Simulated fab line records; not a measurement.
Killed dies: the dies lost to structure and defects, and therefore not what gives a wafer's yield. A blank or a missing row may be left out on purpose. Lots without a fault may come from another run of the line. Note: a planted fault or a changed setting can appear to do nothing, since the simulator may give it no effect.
Matching of chambers ; flow n5-finfet ; N5_BEOL_M6_DEP_56 on pecvd-01: 3 sister chambers
The step deposits SiCN from 3MS/NH3, target thk 10 nm, time 17.5 s. 6 wafers are shown with their chamber, then 7 later ones without.

== WAFERS, EACH WITH ITS CHAMBER ==
wafer;chamber;showerhead-plenum-p-Torr (Torr);throttle-valve-pct (%)
L078.3;2;3.689;8.9
L082.3;1;3.650;9.0
L082.4;1;3.653;9.1
L085.6;0;3.673;8.8
L089.1;0;3.662;8.7
L089.3;2;3.685;8.8

== WAFERS WHOSE CHAMBER IS MISSING ==
wafer;showerhead-plenum-p-Torr (Torr);throttle-valve-pct (%)
L089.6;3.666;8.9
L091.3;3.665;8.6
L091.4;3.655;9.4
L091.6;3.657;8.6
L092.2;3.689;8.8
L092.3;3.661;8.8
L092.5;3.682;8.9

== THE CHAMBER EACH PASSED THROUGH ==
wafer;from the rows above;in truth
L089.6;can't be placed: 0 or 1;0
L091.3;0;0
L091.4;1;1
L091.6;0;0
L092.2;2;2
L092.3;0;0
L092.5;2;2
Correct placement for 6 of the 7. Not placeable from these rows: 1 (in 1, the candidates include the true chamber). Wrongly placed: 0.
How it was worked out, from the rows above alone: a wafer's distance from a chamber is the root of the sum, over the readings, of the square of ((its reading less the chamber's mean) divided by the reading's scatter). The wafer belongs to the nearest chamber; if the next one is less than 2 further off, it can't be placed. The mean given for a chamber averages the wafers shown for that chamber. The scatter: take each reading less its chamber's mean, square it, sum over the shown wafers, divide by the number of wafers less the number of chambers, and take the root.
